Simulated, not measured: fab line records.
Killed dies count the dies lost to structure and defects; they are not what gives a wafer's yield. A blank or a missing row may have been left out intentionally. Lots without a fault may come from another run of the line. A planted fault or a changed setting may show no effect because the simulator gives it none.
A lot that was struck, set against a sound lot -- flow n5_finfet -- 16 steps out of a route of 1938
Sound: the wafers L833.2, L833.4, L833.5. Wafers L841.2, L841.3, L841.4 were the ones struck. The cause is given at the end.
At each step with rows: each side's tool, then ch and its chambers, then its first start. Under that, the readings that differ: sound wafers -- struck wafers -- difference of the means -- sigmas: that difference in standard deviations of wafers without a fault.
alike: same words and numbers on both sides, and readings whose means sit less than 2 such deviations apart. not compared: any withheld reading, any reading some wafer has no value for, any bound like >300 that may hide the same value, and any number with overlapping values for which the record gives no deviation.
A row with sigmas, a row that says differs or no value, or rows on one side alone: a step with any of these is where the two part. Numbers that have no deviation but don't overlap get no sigmas and don't part them. A reading that every wafer of one side lacks parts them only if that side has two wafers or more.

first, 4 steps without rows for these wafers: N5_HKMG_FIN_SOFTBAKE_44 (time 60 s); N5_HKMG_FIN_EXPOSE_46 (exposes mask NDIPOLE); N5_HKMG_FIN_PEB_47 (peb time 60 s); N5_HKMG_FIN_DEVELOP_48 (develop time 30 s).
N5_HKMG_FIN_CD_MEAS_49: the cd target is 202 nm.
  sound on cd_sem-02 ch 0, day 5 20:55; struck on cd_sem-01 ch 0, day 7 19:45
  alike: cd_nm
N5_HKMG_FIN_OVL_MEAS_50:
  sound on overlay-01 ch 0, day 5 20:56; struck on overlay-02 ch 0, day 7 19:47
  alike: NDIPOLE_OVL
N5_HKMG_FIN_INSPECT_61: inspects for defects (macro).
  sound on defect_inspect-02, day 5 20:58; struck on defect_inspect-02, day 7 19:48
  alike: raw_defect_count
N5_HKMG_FIN_DESCUM_53: chemistry O2, time 7.9 s.
  sound on rie_diel-06 ch 0,1,2, day 5 21:00; struck on rie_diel-06 ch 0,1,3, day 7 21:01
  alike: drypump_motor_current_A, oes_product_au, rf_vpp_V, showerhead_plenum_p_Torr, throttle_valve_pct
  not compared: rf_hours_counter_h
N5_HKMG_FIN_ETCH_54: etches SiARC in CF4, target depth 45.5 nm, time 75.8 s.
  sound on rie_diel-06 ch 1,2, day 5 21:02; struck on rie_diel-06 ch 0,1,3, day 7 21:03
  alike: bias_w, drypump_motor_current_A, etch_rf_on_time_s, oes_product_au, rf_vpp_V, showerhead_plenum_p_Torr, throttle_valve_pct
  not compared: rf_hours_counter_h
N5_HKMG_FIN_ETCH_55: etches SOC in N2/H2, target depth 240 nm, time 300 s.
  sound on rie_diel-06 ch 1,2, day 5 21:05; struck on rie_diel-06 ch 0,1,3, day 7 21:06
  alike: bias_w, drypump_motor_current_A, oes_product_au, rf_vpp_V, showerhead_plenum_p_Torr, throttle_valve_pct
  not compared: rf_hours_counter_h
then, 1 step without rows for these wafers: N5_HKMG_FIN_STRIP_56 (strips in N2/H2).
N5_HKMG_FIN_STRIP_57: strips in CF4.
  sound on rie_diel-06 ch 1,2, day 5 21:17; struck on rie_diel-06 ch 0,1,3, day 7 21:17
  alike: drypump_motor_current_A, oes_product_au, power_w, rf_vpp_V, showerhead_plenum_p_Torr, throttle_valve_pct
  not compared: rf_hours_counter_h
N5_HKMG_FIN_ETCH_58: etches SOC in N2/H2, target depth 215.8 nm, time 741 s.
  sound on rie_diel-06 ch 1,2, day 5 21:18; struck on rie_diel-06 ch 0,1,3, day 7 21:19
reading,sound,struck,difference,sigmas
bias_w (W),13.00 12.97 12.98,11.95 11.89 12.01,-1.03,-29
rf_vpp_V (V),99.1 99.6 100.1,93.0 93.6 93.3,-6.3,-6
  alike: drypump_motor_current_A, oes_product_au, showerhead_plenum_p_Torr, throttle_valve_pct
  not compared: rf_hours_counter_h, model.etch.depth_nm, model.SOC_of_HKMG_FIN_COAT_41.thk_nm, model.HKMG_FIN.feature_depth_nm
N5_HKMG_FIN_STRIP_93: strips SOC in N2/H2, time 20 s.
  sound on rie_diel-06 ch 1,2, day 5 21:44; struck on rie_diel-06 ch 0,1,3, day 7 21:44
  alike: drypump_motor_current_A, oes_product_au, power_w, rf_vpp_V, showerhead_plenum_p_Torr, throttle_valve_pct
  not compared: rf_hours_counter_h, model.SOC_of_HKMG_FIN_COAT_41.thk_nm
then, 1 step without rows for these wafers: N5_HKMG_FIN_WET_ETCH_76 (etches Al2O3 in dNH4OH, stops on La2O3, target depth 2.25 nm, rinse time 30 s).
-- record jumps: 5 days separate the struck wafers' starts on either side; left off in module HKMG_FIN, taken up again in module BEOL_M4, whose first shown step is the route's number 1111 --
N5_BEOL_M4_RC_MEAS_101:
  sound on prober-01 ch 0, day 10 09:18; struck on prober-02 ch 0, day 12 12:16
reading,sound,struck,difference,sigmas
DIBL_N (mV/V),38.7 39.8 38.5,36.3 34.6 35.9,-3.4,-3
DIBL_P (mV/V),39.2 40.6 39.1,36.3 34.8 36.6,-3.7,-2
IOFF_N (nA/um),0.197 0.211 0.194,0.167 0.129 0.156,-0.050,-2
  alike: IOFF_P, ION_N, ION_P, SS_N, SS_P, VT_N, VT_P

== WHERE THEY PART ==
Earliest at N5_HKMG_FIN_ETCH_58; latest, in this record, at N5_BEOL_M4_RC_MEAS_101.

WHY: what had been put in by the simulator
Process parameters drifting: rie_diel-06 at N5_HKMG_FIN_ETCH_58, beginning at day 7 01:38. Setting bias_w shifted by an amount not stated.
